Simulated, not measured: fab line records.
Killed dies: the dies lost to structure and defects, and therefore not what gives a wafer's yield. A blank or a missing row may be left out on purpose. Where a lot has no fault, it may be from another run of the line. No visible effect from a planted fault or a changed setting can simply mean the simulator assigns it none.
2 desks looking at one fault    flow n5Finfet    each desk has only its own numbers; what lay behind them comes last

THE METROLOGY DESK
Lot by lot, what the gauges showed, no matter which tool ran the lot: averages of those sampled wafers that carry a number. Any lot whose mean is over 4 standard deviations away from the usual mean is out of limits and marked OUT; that distance is given in the brackets.
Columns: A = cdNm at N5_PASSIVATION_CD_MEAS_44, usual 40001 nm; B = PASS_OPEN_OVL at N5_PASSIVATION_OVL_MEAS_66, usual -2 nm
lot   first seen here  A                 B
L232  day 12 07:53     40005             -2
L233  day 13 01:32     40004             -6
L237  day 13 06:43     39999             -3
L235  day 13 10:53     40001             0
L238  day 13 18:53     40002             2
L241  day 14 21:10     39997             -2
L242  day 15 04:36     40003             -4
L244  day 15 10:15     40001             4
L245  day 16 00:18     40019 (+6.1) OUT  -2
L248  day 16 10:15     40012             0
L249  day 16 21:59     40007             -6
L255  day 18 10:40     40006             -4
This desk's verdict: out of limits on L245, starting with L245 at day 16 00:18 (cdNm at N5_PASSIVATION_CD_MEAS_44). L232, L233, L237, L235, L238, L241, L242, L244, L248, L249, L255 stayed within limits.

THE DEFECT DESK
Counts from the inspections along the route, per lot, as means over the sampled wafers that have a number. Any lot whose mean is over 4 standard deviations away from the usual mean is out of limits and marked OUT; that distance is given in the brackets.
Columns: A = rawDefectCount at N5_PASSIVATION_INSPECT_64, usual 2.1
lot   first seen here  A
L232  day 12 06:13     1.7
L233  day 12 23:43     1.3
L237  day 13 04:46     5.0
L235  day 13 09:12     0.7
L238  day 13 16:23     1.0
L241  day 14 18:31     2.3
L242  day 15 02:07     3.0
L244  day 15 07:56     2.3
L245  day 15 22:37     1.3
L248  day 16 08:28     1.5
L249  day 16 20:01     2.7
L255  day 18 08:50     2.3
This desk's verdict: no lot among the 12 shows anything out of limits.

BROUGHT TOGETHER
An alarm was possible from the metrology desk at day 16 00:18, on L245.
Nothing the defect desk looked at was out of limits.
The defect desk has L245 on record, within its limits.
The lots listed all ran N5_PASSIVATION_EXPOSE_41 on krfScanner-01.

WHAT THE SIMULATOR HAD INSERTED
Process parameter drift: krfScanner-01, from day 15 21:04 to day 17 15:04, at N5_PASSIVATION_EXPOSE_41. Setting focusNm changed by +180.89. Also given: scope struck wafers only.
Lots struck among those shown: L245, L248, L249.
Hours from the fault's start to each desk's first reading out of limits: the metrology desk, 3.
